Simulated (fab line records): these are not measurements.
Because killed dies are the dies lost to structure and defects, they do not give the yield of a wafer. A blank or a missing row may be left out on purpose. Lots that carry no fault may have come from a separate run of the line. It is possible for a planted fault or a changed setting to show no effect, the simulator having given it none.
3 desks, one fault + flow n5-finfet + only its own numbers are on each desk; what lay behind them is given at the end

## METROLOGY DESK
What the gauges read for every lot (on any tool): the sampled wafers with a number, averaged. If a lot's mean is further than 4 standard deviations from the usual mean, the lot is out of limits and carries the mark OUT (the distance appears in the brackets). Of its 12 readings 7 are shown: those that lie furthest out on some lot.
Columns: A = DIBL_N at N5_BEOL_M4_RC_MEAS_101, usual 36.3 mV/V; B = DIBL_P at N5_BEOL_M4_RC_MEAS_101, usual 35.7 mV/V; C = IOFF_P at N5_BEOL_M4_RC_MEAS_101, usual 0.204 nA/um; D = ION_N at N5_BEOL_M4_RC_MEAS_101, usual 671 uA/um; E = ION_P at N5_BEOL_M4_RC_MEAS_101, usual 459 uA/um; F = VT_N at N5_BEOL_M4_RC_MEAS_101, usual 250.2 mV; G = VT_P at N5_BEOL_M4_RC_MEAS_101, usual -251 mV
| lot  | first seen here | A    | B    | C     | D   | E   | F     | G    |
|------|-----------------|------|------|-------|-----|-----|-------|------|
| L849 | day 4 03:54     | 36.3 | 35.2 | 0.238 | 677 | 470 | 249.7 | -246 |
| L852 | day 4 23:21     | 36.1 | 35.5 | 0.176 | 657 | 445 | 254.1 | -256 |
| L856 | day 6 05:45     | 36.6 | 36.5 | 0.197 | 685 | 464 | 250.9 | -253 |
| L861 | day 7 01:12     | 34.7 | 35.8 | 0.184 | 662 | 453 | 253.6 | -252 |
| L862 | day 7 08:59     | 38.6 | 37.9 | 0.251 | 677 | 463 | 248.6 | -248 |
| L868 | day 8 19:09     | 36.0 | 35.2 | 0.183 | 667 | 454 | 251.6 | -254 |
Result from this desk: across the 6 lots, nothing is out of limits.

## THE TOOL OWNER'S DESK: rie-diel-01
The tool's own readings at N5_SD_EPI_N_ETCHBACK_44 (etches SiNx in CH3F/O2, stops on SiO2, target depth 14.5 nm): means of the sampled wafers that have a number, for each lot that ran on this tool. If a lot's mean is further than 4 standard deviations from the usual mean, the lot is out of limits and carries the mark OUT (the distance appears in the brackets).
Columns: A = drypump-motor-current-A at N5_SD_EPI_N_ETCHBACK_44, usual 5.8 A; B = oes_o_777_au at N5_SD_EPI_N_ETCHBACK_44, usual 0.77 a.u.; C = oes-product-au at N5_SD_EPI_N_ETCHBACK_44, usual 0.66 a.u.; D = rf-vpp-V at N5_SD_EPI_N_ETCHBACK_44, usual 296.3 V; E = showerhead-plenum-p-Torr at N5_SD_EPI_N_ETCHBACK_44, usual 2.03 Torr; F = throttle-valve-pct at N5_SD_EPI_N_ETCHBACK_44, usual 16.25 %
| lot  | first seen here | A   | B    | C    | D     | E    | F     |
|------|-----------------|-----|------|------|-------|------|-------|
| L852 | day 4 23:51     | 5.2 | 0.80 | 0.69 | 298.6 | 2.10 | 16.02 |
| L861 | day 7 01:42     | 5.9 | 0.76 | 0.66 | 296.4 | 1.98 | 16.20 |
| L862 | day 7 09:29     | 5.2 | 0.82 | 0.70 | 297.7 | 2.11 | 16.02 |
Result from this desk: across the 3 lots, nothing is out of limits.

## THE DEFECT DESK
Counts from the inspections along the route, per lot, as means over the sampled wafers that have a number. If a lot's mean is further than 4 standard deviations from the usual mean, the lot is out of limits and carries the mark OUT (the distance appears in the brackets).
Columns: A = raw-defect-count at N5_SD_EPI_N_INSPECT_11, usual 2.1
| lot  | first seen here | A   |
|------|-----------------|-----|
| L849 | day 4 03:57     | 1.7 |
| L852 | day 4 23:24     | 1.7 |
| L856 | day 6 05:48     | 1.7 |
| L861 | day 7 01:15     | 3.0 |
| L862 | day 7 09:02     | 2.3 |
| L868 | day 8 19:13     | 1.7 |
Result from this desk: across the 6 lots, nothing is out of limits.

## BROUGHT TOGETHER
At the metrology desk, nothing out of limits was observed.
The tool owner's desk saw nothing out of limits.
The defect desk saw nothing out of limits.

## WHAT THE SIMULATOR HAD INSERTED
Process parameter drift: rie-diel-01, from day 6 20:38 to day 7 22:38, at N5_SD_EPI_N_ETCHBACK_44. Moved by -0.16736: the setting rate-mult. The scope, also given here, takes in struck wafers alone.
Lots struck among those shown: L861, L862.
